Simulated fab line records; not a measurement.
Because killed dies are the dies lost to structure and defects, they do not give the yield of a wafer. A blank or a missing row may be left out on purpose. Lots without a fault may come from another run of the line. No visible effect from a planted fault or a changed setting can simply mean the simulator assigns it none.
Split-lot experiment	flow n5-finfet	21 wafers read across 7 lots, on a route 1938 steps long

== ON THE SPLIT ==
At N5_BEOL_M6_EXPOSE_08 (exposes mask M6), the setting dose-mj was moved away from the recipe's 68.25 on 10 of the 21 wafers read, by -5.6% to +7.1%. The other wafers ran this setting at the recipe's value.

== FROM THE SPLIT TO THE READING: what the file shows between them, 15 steps ==
- N5_BEOL_M6_PEB_09: peb time 60 s
- N5_BEOL_M6_DEVELOP_10: develop time 30 s
- N5_BEOL_M6_CD_MEAS_11: target cd 38.5 nm
- N5_BEOL_M6_DESCUM_16: chemistry O2, time 7.9 s
- N5_BEOL_M6_ETCH_61: etches SiARC in CF4, target depth 45.5 nm, time 75.8 s
- N5_BEOL_M6_ETCH_62: etches SOC in N2/H2, target depth 110 nm, overetch 22 nm, time 165 s (also split here: bias-w)
- N5_BEOL_M6_STRIP_68: strips in N2/H2
- N5_BEOL_M6_STRIP_67: strips in CF4
- N5_BEOL_M6_HM_OPEN_17: chemistry Cl2/BCl3, target TiN, target depth 20 nm, overetch 6 nm
- N5_BEOL_M6_STRIP_19: strips in O2
- N5_BEOL_M6_CD_MEAS_18: pitch 80 nm, target cd 40 nm
- N5_BEOL_M6_COAT_63: time 60 s, resist thk 60 nm
- N5_BEOL_M6_COAT_64: time 60 s, resist thk 12 nm
- N5_BEOL_M6_PRECLEAN_42: cleans in residue remover, time 60 s
- N5_BEOL_M6_SRD_43: time 30 s

== THE READING ==
cd-nm, in nm, at N5_BEOL_M6_CD_MEAS_35 (target cd 40 nm, target cd y 28 nm). A value of 39.8 nm with a standard deviation of 0.58 nm is what fault-free wafers of this fab line usually give.

wafer	tool, chamber at the split	dose-mj as run	against the recipe	cd-nm, nm	against lot-mates on the recipe
L075.2	arfi-scanner-02, 0	68.25	recipe	39.0	-
L075.3	arfi-scanner-02, 0	68.25	recipe	39.4	-
L075.6	arfi-scanner-02, 0	68.25	recipe	39.0	-
L076.3	arfi-scanner-03, 0	68.25	recipe	40.3	-
L076.4	arfi-scanner-03, 0	73.09	+7.1%	42.6	+2.3
L076.5	arfi-scanner-03, 0	73.09	+7.1%	43.5	+3.2
L081.2	arfi-scanner-01, 0	64.44	-5.6%	37.1	-2.1
L081.5	arfi-scanner-01, 0	68.25	recipe	39.2	-
L081.6	arfi-scanner-01, 0	64.44	-5.6%	37.8	-1.4
L080.2	arfi-scanner-03, 0	71.25	+4.4%	41.8	+1.7
L080.5	arfi-scanner-03, 0	71.25	+4.4%	42.4	+2.3
L080.6	arfi-scanner-03, 0	68.25	recipe	40.1	-
L084.3	arfi-scanner-01, 0	68.25	recipe	39.0	-
L084.5	arfi-scanner-01, 0	68.25	recipe	38.8	-
L084.6	arfi-scanner-01, 0	68.25	recipe	38.8	-
L085.2	arfi-scanner-03, 0	68.25	recipe	41.0	-
L085.3	arfi-scanner-03, 0	66.36	-2.8%	39.4	-1.6
L085.5	arfi-scanner-03, 0	66.36	-2.8%	39.7	-1.3
L093.1	arfi-scanner-03, 0	66.62	-2.4%	39.8	+0.5
L093.3	arfi-scanner-03, 0	68.25	recipe	39.3	-
L093.5	arfi-scanner-03, 0	66.62	-2.4%	39.5	+0.2

FIT RESULTS
A straight line over all 21 wafers: cd-nm changes by +0.414 nm for each +1% of dose-mj; r = +0.88; the points scatter about the line by 0.76 nm.
The same after taking each lot's own level away (the mean of its wafers on the recipe; 21 wafers): +0.36 nm for each +1%; r = +0.93; scatter 0.48 nm.
On that fit, the largest move of dose-mj shifts the reading by 2.6 nm.
The lots' own levels span 38.87 to 41.00 nm, that is 3.7 times the standard deviation above.
Hence the slope depends on the lot-to-lot level, as the two fits are not the same.
Check: with one of the wafers moved furthest among these (+7.1%) left out of the fit, the line predicts +2.86 nm for it against its lot-mates. Against them it came out at +2.3 nm.

== OTHER SPLITS APPLIED TO THESE WAFERS ==
Note: prior to the reading, these wafers also went through further splits. Each is held against what the fit with the lots' levels taken away leaves over:
other split on the same wafers	wafers away from the commonest value	r with cd-nm (lot level and that fit taken away)
N5_BEOL_M5_COAT_74 spin-rpm	8	-0.29
N5_BEOL_M6_ETCH_62 bias-w	6	+0.09

== THE WHOLE CHAIN: every reading that the file lists as answering this split, in the file's order ==
step	what it does	reading	change (the file's fit)	r (the file's)
N5_BEOL_M6_CD_MEAS_11	target cd 38.5 nm	cd-nm	+0.389 nm for each +1% of the setting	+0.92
N5_BEOL_M6_ETCH_61	etches SiARC in CF4, target depth 45.5 nm, time 75.8 s	BEOL_M6.cd-offset-nm (the simulator's own value, which no gauge read)	+0.422 nm for each +1% of the setting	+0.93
N5_BEOL_M6_ETCH_62	etches SOC in N2/H2, target depth 110 nm, overetch 22 nm, time 165 s	BEOL_M6.cd-offset-nm (the simulator's own value, which no gauge read)	+0.41 nm for each +1% of the setting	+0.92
N5_BEOL_M6_CD_MEAS_18	pitch 80 nm, target cd 40 nm	cd-nm	+0.358 nm for each +1% of the setting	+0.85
N5_BEOL_M6_CD_MEAS_35	target cd 40 nm, target cd y 28 nm	cd-nm	+0.362 nm for each +1% of the setting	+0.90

== THE FILE'S OWN FIT ==
cd-nm changes by +0.362 nm for each +1% of dose-mj, r = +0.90.
